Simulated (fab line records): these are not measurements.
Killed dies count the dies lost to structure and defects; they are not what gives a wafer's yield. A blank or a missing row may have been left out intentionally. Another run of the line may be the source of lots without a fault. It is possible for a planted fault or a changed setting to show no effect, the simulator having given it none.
fab line records | flow n5Finfet
record: lots: 8 wafers: 24 lastDay: 18
route steps=1938 shown FIN_SAQP@115 BEOL_M4@1111 PASSIVATION@1936
lots untouched by any fault: they come from a run of this same line in which no faults occurred
startH: start of the lot's first displayed wafer, in hours after the record's first day | waitH: how many hours have passed since the lot's step before this one | " same as the row above | L1.1+2: several wafers, shown together as one row | - either no value or no given start | * or withheld: withheld | < > ~ a bound
route shown NAME@n: NAME is a module with steps in the file, n the number in the route of the first one | usual: average and standard deviation across the fault-free wafers | same: alike in all rows | chamber/n: place in a boat | sites: readings site by site | _std_site: their standard deviation | _edge_site: the outer-site mean with the inner-site mean subtracted | radiusMm: how far each site lies from the wafer's centre | mask NAME#n: copy n | behind: tool/chamber where the wafer was last shaped | hold: reason for holding the lot/hours on hold/outcome of the hold | device: names the non-switching transistor (n, p or np) | end of line: at the end of the route, the tests of the same wafers | for a step that has no rows: nothing shown but its recipe | killed: dies that structure and defects cost at the first sort, which is not the same as the wafer's yield | map: the dies of a wafer, with x for killed, . for not killed, _ for no die there
set.NAME: the setting the step ran with; set.NAME@STEP: the setting that earlier step ran with | model.NAME: the simulator's own value behind a step, which no gauge read
the route's steps for a sample of lots (tables are steps, rows are wafers)
services: the hour from which a tool's chamber was out of use, counted from the record's first day as startH (under 0 if before that day), plus the number of hours and why
== steps ==
step: N5_FIN_SAQP_ETCH_51
recipe: chemistry: CF4 target: SiARC targetDepthA: 455 maskMaterial: CAR-ArF timeS: 75.8 ionEnergyEv: 80 pressureMtorr: 40 sourceW: 545 biasW: 36 Ar_flow_sccm: 100 cf4FlowSccm: 100 ends: cleared
usual: drypumpMotorCurrentA: 5.6/0.45 etchRfOnTimeS: 75.4/1.2 mfcArSccm: 100.0/0.32 oesProductAu: 0.68/0.081 rfVppV: 184.2/1.2 showerheadPlenumPTorr: 2.15/0.075 throttleValvePct: 15.68/0.25
columns lot.wafer tool chamber startH waitH drypumpMotorCurrentA etchRfOnTimeS mfcArSccm oesProductAu rfHoursCounterH rfVppV showerheadPlenumPTorr throttleValvePct
L559.1 rieDiel-01 1 23.51 0.0 5.6 76.4 100.6 0.62 174 184.3 2.14 15.71
L559.4 " 2 " " 5.3 74.9 100.5 0.72 66 183.3 2.09 15.34
L559.5 " 2 " " 5.3 75.6 100.0 0.72 - 184.3 2.09 15.34
L561.1 rieDiel-05 0 34.95 0.0 5.5 77.1 100.3 0.58 241 185.3 2.12 15.73
L561.2 " 2 " " 5.6 73.1 99.8 0.84 7 183.4 2.10 15.65
L561.4 " 3 " " 5.0 76.9 99.6 0.60 236 182.0 2.03 15.86
L563.2 rieDiel-05 1 47.92 0.0 6.1 74.5 99.8 0.59 230 185.0 2.20 15.71
L563.4 " 2 " " 5.7 73.1 100.0 0.83 13 183.9 2.10 15.66
L563.6 " 3 " " 5.0 76.7 100.4 0.60 - 182.9 2.03 15.87
L565.3 rieDiel-05 3 59.85 0.0 5.0 77.1 100.2 0.60 247 182.8 2.03 15.88
L565.5 " 2 " " 5.7 72.6 100.7 0.82 - 182.4 2.10 15.66
L565.6 " 1 " " 6.1 74.7 99.4 0.58 - 184.9 2.20 15.71
L575.1 rieDiel-06 2 118.07 0.0 5.8 75.7 100.2 0.62 193 184.6 2.13 15.84
L575.3 " 1 " " 6.2 74.3 100.2 0.78 21 185.5 2.27 15.59
L575.4 " 3 " " 5.7 75.7 100.4 0.60 216 184.2 2.21 16.05
L576.2 rieDiel-06 3 123.85 0.0 5.7 76.3 100.0 0.59 218 183.8 2.21 16.04
L576.5 " 2 " " 5.8 75.6 99.9 0.62 - 184.9 2.13 15.83
L576.6 " 1 " " 6.3 74.9 99.7 0.77 - 185.6 2.27 15.58
L580.3 rieDiel-06 2 147.87 0.0 5.8 75.6 99.8 0.62 202 184.1 2.13 15.85
L580.4 " 0 " " 4.8 74.4 100.0 0.74 54 186.6 2.26 15.68
L580.6 " 3 " " 5.7 76.3 99.6 0.59 - 185.0 2.21 16.06
L582.1 rieDiel-01 3 161.58 0.0 5.4 76.6 99.5 0.69 91 182.6 2.07 15.21
L582.3 " 1 " " 5.6 76.4 100.8 0.59 219 185.0 2.13 15.78
L582.5 " 2 " " 5.3 73.9 100.1 0.68 - 182.5 2.07 15.42
step: N5_FIN_SAQP_SPACER1_ALD_24
recipe: material: SiO2 targetThkA: 203 tempC: 300 aldPrecursorFamily: BDEAS aldCoReactant: O2-plasma pulseTimeS: 1 purgeTimeS: 2 coReactantPurgeTimeS: 2 aldCycles: 218 pressureTorr: 2
usual: aldCycles: 218/0 chamberPressureTorr: 2.001/0.0044 heaterPowerW: 485/42 precursorPulseHeightRel: 1.002/0.018
same: coReactantPurgeTimeS: 2 pulseTimeS: 1 purgeTimeS: 2
columns lot.wafer tool chamber startH waitH aldCycles chamberPressureTorr heaterPowerW precursorPulseHeightRel
L559.1 aldSin-04 3 24.81 0.5 218 2.001 514 0.999
L559.4 " 1 " " 218 2.006 471 1.013
L559.5 " 2 " " 218 2.000 466 1.006
L561.1 aldSin-01 0 36.01 0.3 218 2.002 453 0.989
L561.2 " 3 " " 218 2.005 399 1.037
L561.4 " 1 " " 218 1.991 533 0.990
L563.2 aldSin-04 0 49.04 0.3 218 2.007 502 1.000
L563.4 " 3 " " 218 2.005 511 1.001
L563.6 " 3 " " 218 2.003 526 1.017
L565.3 aldSin-03 3 60.90 0.1 218 2.004 552 1.008
L565.5 " 3 " " 218 2.000 546 0.992
L565.6 " 2 " " 218 2.012 470 1.004
L575.1 aldSin-04 2 119.13 0.3 173 2.002 490 1.016
L575.3 " 3 " " 173 1.999 521 1.014
L575.4 " 0 " " 173 2.005 512 0.994
L576.2 aldSin-04 0 124.92 0.3 173 2.004 535 0.973
L576.5 " 3 " " 173 2.006 520 0.997
L576.6 " 2 " " 173 2.009 479 0.958
L580.3 aldSin-01 1 149.88 1.1 218 1.998 535 0.970
L580.4 " 0 " " 218 2.002 460 0.987
L580.6 " 1 " " 218 1.995 530 0.986
L582.1 aldSin-01 3 163.45 0.9 218 2.002 406 1.000
L582.3 " 0 " " 218 2.004 457 0.995
L582.5 " 3 " " 218 2.003 402 1.007
step: N5_FIN_SAQP_CD_MEAS_27
recipe: targetCdNm: 20 landingEnergyEv: 1000 detector: seInlens polarity: line
usual: cdNm: 20.28/0.2
columns lot.wafer tool chamber startH waitH cdNm
L559.1 cdSem-02 0 25.73 0.1 20.30
L559.4 " 0 " " 20.02
L559.5 " 0 " " 20.18
L561.1 cdSem-02 0 36.93 0.1 20.41
L561.2 " 0 " " 20.53
L561.4 " 0 " " 20.31
L563.2 cdSem-02 0 50.00 0.1 20.26
L563.4 " 0 " " 20.34
L563.6 " 0 " " 20.39
L565.3 cdSem-01 0 62.03 0.1 20.39
L565.5 " 0 " " 19.95
L565.6 " 0 " " 20.38
L575.1 cdSem-01 0 120.04 0.1 16.11
L575.3 " 0 " " 16.17
L575.4 " 0 " " 16.03
L576.2 cdSem-03 0 125.87 0.1 16.20
L576.5 " 0 " " 16.15
L576.6 " 0 " " 16.06
L580.3 cdSem-01 0 150.80 0.1 20.47
L580.4 " 0 " " 20.20
L580.6 " 0 " " 20.33
L582.1 cdSem-01 0 164.37 0.1 20.26
L582.3 " 0 " " 20.20
L582.5 " 0 " " 20.11
step: N5_FIN_SAQP_ETCH_65
recipe: chemistry: CF4 target: SiO2 targetDepthA: 40 ionEnergyEv: 350 timeS: 4.4 pressureMtorr: 10 icpW: 800 biasW: 400 cf4FlowSccm: 80
usual: drypumpMotorCurrentA: 5.8/0.46 oesProductAu: 1.007/0.019 throttleValvePct: 21.73/0.16
columns lot.wafer tool chamber startH waitH drypumpMotorCurrentA oesProductAu rfHoursCounterH throttleValvePct
L559.1 rieSi-06 1 26.01 0.1 5.6 0.999 22 21.73
L559.4 " 3 " " 5.3 0.979 143 21.59
L559.5 " 3 " " 5.3 0.979 - 21.58
L561.1 rieSi-06 3 37.08 0.1 5.2 0.974 144 21.57
L561.2 " 2 " " 5.8 1.023 75 21.92
L561.4 " 0 " " 5.2 0.998 4 21.59
L563.2 rieSi-05 2 50.33 0.1 6.2 1.032 48 21.92
L563.4 " 3 " " 6.1 1.013 0 21.53
L563.6 " 3 " " 6.1 1.003 - 21.52
L565.3 rieSi-06 1 62.19 0.1 5.6 1.008 23 21.73
L565.5 " 1 " " 5.6 1.009 - 21.73
L565.6 " 0 " " 5.2 1.001 - 21.61
L575.1 rieSi-06 1 120.20 0.1 5.6 1.000 24 21.72
L575.3 " 2 " " 5.7 1.017 77 21.92
L575.4 " 3 " " 5.3 0.978 145 21.61
L576.2 rieSi-01 3 126.07 0.1 5.6 0.996 137 21.75
L576.5 " 3 " " 5.6 0.988 - 21.75
L576.6 " 0 " " 6.3 1.012 - 21.84
L580.3 rieSi-06 3 150.95 0.1 5.3 0.984 146 21.59
L580.4 " 0 " " 5.2 1.002 6 21.63
L580.6 " 1 " " 5.6 0.999 - 21.74
L582.1 rieSi-06 3 164.53 0.1 5.2 0.985 146 21.59
L582.3 " 2 " " 5.8 1.014 78 21.92
L582.5 " 3 " " 5.3 0.984 - 21.59
step: N5_FIN_SAQP_STRIP_70
recipe: chemistry: N2/H2 powerW: 500 tempC: 40 pressureMtorr: 50 rfFrequencyHz: 6e+07 overashFraction: 0.3 biasPowerW: 28 h2Frac: 0.5 n2FlowSccm: 300 h2FlowSccm: 300
usual: drypumpMotorCurrentA: 5.6/0.43 oesProductAu: 0.80/0.098 rfVppV: 122.0/1.1 showerheadPlenumPTorr: 3.38/0.11 throttleValvePct: 18.94/0.24
columns lot.wafer tool chamber startH waitH drypumpMotorCurrentA oesProductAu rfHoursCounterH rfVppV showerheadPlenumPTorr throttleValvePct
L559.1 rieDiel-05 0 26.76 0.0 5.5 0.68 238 121.7 3.30 18.96
L559.4 " 2 " " 5.7 0.99 4 121.9 3.30 18.98
L559.5 " 0 " " 5.5 0.69 - 123.2 3.30 18.95
L561.1 rieDiel-05 2 37.75 0.0 5.7 0.98 8 121.9 3.29 18.98
L561.2 " 0 " " 5.5 0.68 242 121.9 3.30 18.96
L561.4 " 3 " " 5.0 0.70 237 119.9 3.18 18.66
L563.2 rieDiel-06 3 51.00 0.0 5.7 0.70 195 123.0 3.47 19.07
L563.4 " 2 " " 5.8 0.73 - 120.6 3.35 18.91
L563.6 " 0 " " 4.8 0.90 - 122.8 3.56 18.63
L565.3 rieDiel-01 0 63.08 0.0 6.2 0.72 186 120.6 3.35 19.25
L565.5 " 0 " " 6.2 0.72 - 121.9 3.35 19.27
L565.6 " 1 " " 5.7 0.72 - 119.9 3.33 19.03
L575.1 rieDiel-06 3 121.07 0.0 5.7 0.69 217 122.8 3.45 19.10
L575.3 " 1 " " 6.3 0.91 21 124.3 3.57 19.14
L575.4 " 2 " " 5.8 0.72 194 121.1 3.34 18.94
L576.2 rieDiel-06 2 126.73 0.0 5.8 0.73 196 121.5 3.34 18.95
L576.5 " 1 " " 6.3 0.90 - 123.4 3.57 19.14
L576.6 " 2 " " 5.8 0.72 - 121.2 3.34 18.96
L580.3 rieDiel-06 3 151.80 0.0 5.7 0.68 227 123.3 3.45 19.13
L580.4 " 2 " " 5.8 0.72 - 119.9 3.33 18.98
L580.6 " 3 " " 5.7 0.69 - 120.9 3.45 19.11
L582.1 rieDiel-06 0 165.19 0.0 4.8 0.85 57 123.0 3.54 18.66
L582.3 " 3 " " 5.7 0.68 232 122.5 3.44 19.14
L582.5 " 1 " " 6.3 0.88 - 123.2 3.56 19.18
step: N5_BEOL_M4_RC_MEAS_101
usual: DIBL_N: 35.7/1.3 DIBL_P: 35.4/1.8 IOFF_N: 0.152/0.027 IOFF_P: 0.20/0.034 ION_N: 672/9.8 ION_P: 461/7.5 SS_N: 71.4/0.55 SS_P: 73.1/0.61 VT_N: 251/3.3 VT_P: -251/3.6
columns lot.wafer tool chamber startH waitH DIBL_N[mV/V] DIBL_P[mV/V] IOFF_N[nA/um] IOFF_P[nA/um] ION_N[uA/um] ION_P[uA/um] SS_N[mV/dec] SS_P[mV/dec] VT_N[mV] VT_P[mV]
L559.1 prober-02 0 162.74 0.0 37.2 39.2 0.199 0.27 681 469 72.2 74.2 247 -244
L559.4 " 0 " " 35.0 38.2 0.160 0.24 672 465 71.1 73.9 248 -246
L559.5 " 0 " " 35.2 36.6 0.161 0.22 684 467 71.0 73.7 248 -247
L561.1 prober-01 0 179.12 0.0 38.6 38.5 0.217 0.30 674 468 72.4 74.4 248 -244
L561.2 " 0 " " 34.7 32.9 0.139 0.21 671 463 71.0 72.9 251 -249
L561.4 " 0 " " 34.8 34.2 0.144 0.22 673 460 71.6 73.5 251 -248
L563.2 prober-01 0 191.24 0.2 35.8 36.2 0.162 0.18 676 452 71.3 73.1 253 -258
L563.4 " 0 " " 36.4 37.6 0.186 0.19 688 469 71.3 73.7 246 -252
L563.6 " 0 " " 36.6 37.3 0.188 0.19 673 453 72.3 73.8 251 -253
L565.3 prober-02 0 200.58 0.3 35.7 36.7 0.162 0.23 680 468 71.3 72.6 247 -247
L565.5 " 0 " " 35.7 36.7 0.163 0.23 678 467 71.4 72.1 247 -248
L565.6 " 0 " " 35.1 36.3 0.152 0.22 678 467 71.0 73.0 249 -247
L580.3 prober-02 0 286.21 0.3 35.3 35.0 0.137 0.18 679 464 70.7 72.9 254 -252
L580.4 " 0 " " 37.8 38.1 0.182 0.22 689 468 71.5 73.6 249 -249
L580.6 " 0 " " 35.5 35.2 0.137 0.18 678 466 71.0 73.5 250 -253
L582.1 prober-02 0 318.48 0.0 34.8 33.5 0.121 0.19 674 459 70.5 73.0 254 -252
L582.3 " 0 " " 33.8 32.4 0.104 0.17 653 457 70.8 72.3 259 -253
L582.5 " 0 " " 35.4 34.7 0.132 0.20 668 467 71.3 73.0 252 -249
step: N5_PASSIVATION_PROBE_49
usual: defectLimitedYield: 91.5/1.3 killed_at_M0_to_M3: 33/11 killed_at_M4_up: 14/5.3 killedAtContacts: 11/6.3 killedAtFrontEnd: 38/10 killedAtOther: 3.7/2.8 killedDies: 101/16 killedOnRim: 13/3.4 killedOpen: 67/12 killedShort: 32/7.4 sort_bin_5_function: 5.0/0.86 sort_bin_6_memory: 3.2/0.69 sortNPass: 1079/16 sortYieldPct: 91.5/1.3
same: grossDies: 1180 killedAtBackSide: 0 sort_bin_4_leakage[%]: 0 sort_bin_8_speed[%]: 0
columns lot.wafer tool chamber startH waitH defectLimitedYield[%] killed_at_M0_to_M3 killed_at_M4_up killedAtContacts killedAtFrontEnd killedAtOther killedDies killedOnRim killedOpen killedShort sort_bin_5_function[%] sort_bin_6_memory[%] sortNPass sortYieldPct[%]
L575.1 prober-02 - 362.77 0.0 4.2 41 6 3 1073 7 1130 152 50 49 91.9 3.4 50 4.2
L575.3 prober-02 - 362.87 0.1 4.4 28 17 8 1075 0 1128 152 68 29 93.0 2.2 52 4.4
L575.4 prober-02 - 362.92 0.2 5.4 48 7 2 1053 6 1116 152 58 33 91.0 3.3 64 5.4
L576.2 prober-02 - 381.80 0.1 5.5 36 9 3 1057 10 1115 152 56 41 91.2 2.7 65 5.5
L576.5 prober-02 - 381.95 0.2 4.8 37 13 9 1057 7 1123 152 65 42 91.2 3.5 57 4.8
L576.6 prober-02 - 382.00 0.3 5.2 23 16 22 1055 3 1119 152 73 35 91.1 3.4 61 5.2
killed by level:class
L575.1 FIN_SAQP:areaAld=1029 FIN_SAQP:geometricParticle:short=12 BEOL_M0_SAQP:geometricParticle:short=11 BEOL_M3:geometricParticle:open=8 BEOL_M0_SAQP:geometricParticle:open=8 BEOL_M1:geometricParticle:open=8 STI_FIN_REVEAL:geometricParticle:open=7 STI_FIN_REVEAL:geometricParticle:short=6
L575.3 FIN_SAQP:areaAld=1031 STI_FIN_REVEAL:geometricParticle:open=13 FIN_SAQP:geometricParticle:short=9 FIN_SAQP:geometricParticle:open=7 MOL_CONTACT_COAG:geometricParticle:open=7 BEOL_M3:geometricParticle:open=7 BEOL_M0_SAQP:geometricParticle:open=6 DUMMY_GATE:geometricParticle:open=5
L575.4 FIN_SAQP:areaAld=1025 STI_FIN_REVEAL:geometricParticle:open=11 BEOL_M3:geometricParticle:open=11 BEOL_M0_SAQP:geometricParticle:short=10 BEOL_M0_SAQP:geometricParticle:open=9 BEOL_M0:geometricParticle:open=5 FIN_SAQP:geometricParticle:short=4 BEOL_M1:geometricParticle:open=4
L576.2 FIN_SAQP:areaAld=1018 BEOL_M0_SAQP:geometricParticle:short=8 BEOL_M1:geometricParticle:open=7 FIN_SAQP:geometricParticle:open=6 BEOL_M1:geometricParticle:short=6 FIN_SAQP:geometricParticle:short=5 BEOL_M0_SAQP:geometricParticle:open=5 BEOL_M3:geometricParticle:open=5
L576.5 FIN_SAQP:areaAld=1014 BEOL_M3:geometricParticle:open=16 STI_FIN_REVEAL:geometricParticle:open=9 FIN_SAQP:geometricParticle:open=7 BEOL_M4:geometricParticle:open=7 FIN_SAQP:geometricParticle:short=6 GATE_CUT:geometricParticle:short=6 MIM_TOP:geometricParticle:short=6
L576.6 FIN_SAQP:areaAld=1010 MOL_CONTACT_COAG:geometricParticle:open=19 FIN_SAQP:geometricParticle:short=8 FIN_SAQP:geometricParticle:open=7 STI_FIN_REVEAL:geometricParticle:open=7 GATE_CUT:geometricParticle:short=6 BEOL_M4:geometricParticle:open=6 BEOL_M1:geometricParticle:open=5
== services ==
columns tool chamber startH hours kind
rieSi-01 - 0.60 0.1 repair
aldSin-04 3 4.49 5.2 repair
rieDiel-05 0 14.11 2.5 repair
rieSi-01 3 16.97 6.0 repair
rieDiel-01 3 24.28 5.8 repair
rieDiel-06 1 27.81 - clean
rieDiel-06 1 27.81 - consumableReplace:focusRing
rieDiel-06 1 27.81 - consumableReplace:showerhead
rieDiel-06 1 27.81 24.1 scheduledDown
rieDiel-06 1 27.81 24.1 ventCycle
rieDiel-01 2 35.08 11.1 repair
rieDiel-01 1 43.00 9.0 repair
rieDiel-01 - 44.60 4.5 repair
rieSi-06 - 48.33 2.8 pm
aldSin-03 0 54.29 4.1 repair
rieSi-05 0 71.47 7.9 repair
rieDiel-05 3 77.97 4.6 repair
aldSin-03 - 85.29 14.0 pm
rieSi-01 - 112.86 0.3 repair
rieSi-06 2 125.49 1.3 repair
rieSi-05 3 127.44 17.1 repair
rieSi-05 0 127.68 1.2 repair
aldSin-03 - 143.78 28.1 pm
rieDiel-06 0 149.96 9.6 repair
== key ==
firstSign: step: N5_FIN_SAQP_SPACER1_ALD_24 reading: aldCycles direction: down sigmas: 99+ usual: * struck: *
effect: step: N5_FIN_SAQP_CD_MEAS_27 reading: cdNm direction: down sigmas: 21 usual: 20.28 struck: 16.12
effect: step: N5_PASSIVATION_PROBE_49 reading: sort_bin_5_function direction: up sigmas: 99+ usual: 5.0 struck: 91.6
moreKillsBornAt: N5_FIN_SAQP_SPACER1_ALD_24@aldSin-04: 6127
metAt N5_FIN_SAQP_SPACER1_ALD_24
struckLots L575,L576
laterRowsLeftOut L575.1,L575.3,L575.4,L576.2,L576.5,L576.6
notActingAt N5_FIN_SAQP_ETCH_51,N5_FIN_SAQP_ETCH_65,N5_FIN_SAQP_STRIP_70
onsetBetween 49.04 119.13
fault: kind: processParameterDrift tool: aldSin-04 chamber: - onsetH: 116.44 steps: N5_FIN_SAQP_SPACER1_ALD_24 channel: aldCycles offset: * shape: step endH: 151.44 actsIn: * stated: *
laterRowsLeftOut: the simulator's readings of these wafers behind a module that went badly wrong aren't trusted and aren't shown, but for the sort
